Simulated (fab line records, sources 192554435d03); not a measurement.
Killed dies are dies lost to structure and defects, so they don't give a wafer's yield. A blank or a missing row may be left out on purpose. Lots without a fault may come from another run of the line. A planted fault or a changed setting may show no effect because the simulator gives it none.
Chamber matching | flow n5_finfet | N5_HKMG_FIN_CVD_62 on thermal_cvd_si-01: 3 sister chambers
The step deposits a-Si from Si2H6, target thk 3 nm, time 20.8 s. 3 wafers are shown with their chamber, then 11 later ones without.

WAFERS WITH THEIR CHAMBER
wafer  | chamber | heater_power_w (W)
L086.3 | 1       | 1218
L088.6 | 0       | 1338
L090.3 | 2       | 1173

WAFERS WITHOUT THEIR CHAMBER
wafer  | heater_power_w (W)
L090.4 | 1151
L090.5 | 1208
L092.1 | 1154
L092.2 | 1362
L092.3 | 1176
L094.2 | 1188
L094.4 | 1345
L094.5 | 1223
L096.2 | 1139
L096.3 | 1374
L096.4 | 1173

WHICH CHAMBER EACH WENT THROUGH
wafer  | from the rows above     | in truth
L090.4 | 2                       | 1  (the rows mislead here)
L090.5 | can't be placed: 1 or 2 | 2
L092.1 | 2                       | 2
L092.2 | 0                       | 0
L092.3 | can't be placed: 2 or 1 | 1
L094.2 | can't be placed: 2 or 1 | 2
L094.4 | 0                       | 0
L094.5 | 1                       | 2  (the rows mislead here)
L096.2 | 2                       | 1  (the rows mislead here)
L096.3 | 0                       | 0
L096.4 | 2                       | 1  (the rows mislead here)
Placed correctly: 4 of 11. Can't be placed from these rows: 3 (the true chamber is among the candidates in 3). Placed wrongly: 4.
How it was worked out, from the rows above alone: a wafer's distance from a chamber is the root of the sum, over the readings, of the square of ((its reading less the chamber's mean) divided by the reading's scatter). The wafer belongs to the nearest chamber; if the next one is less than 2 further off, it can't be placed. A chamber's mean is the mean of its shown wafers. The scatter: with one shown wafer a chamber, the root of the mean of the squares of how far each hidden wafer lies from its nearest shown one.
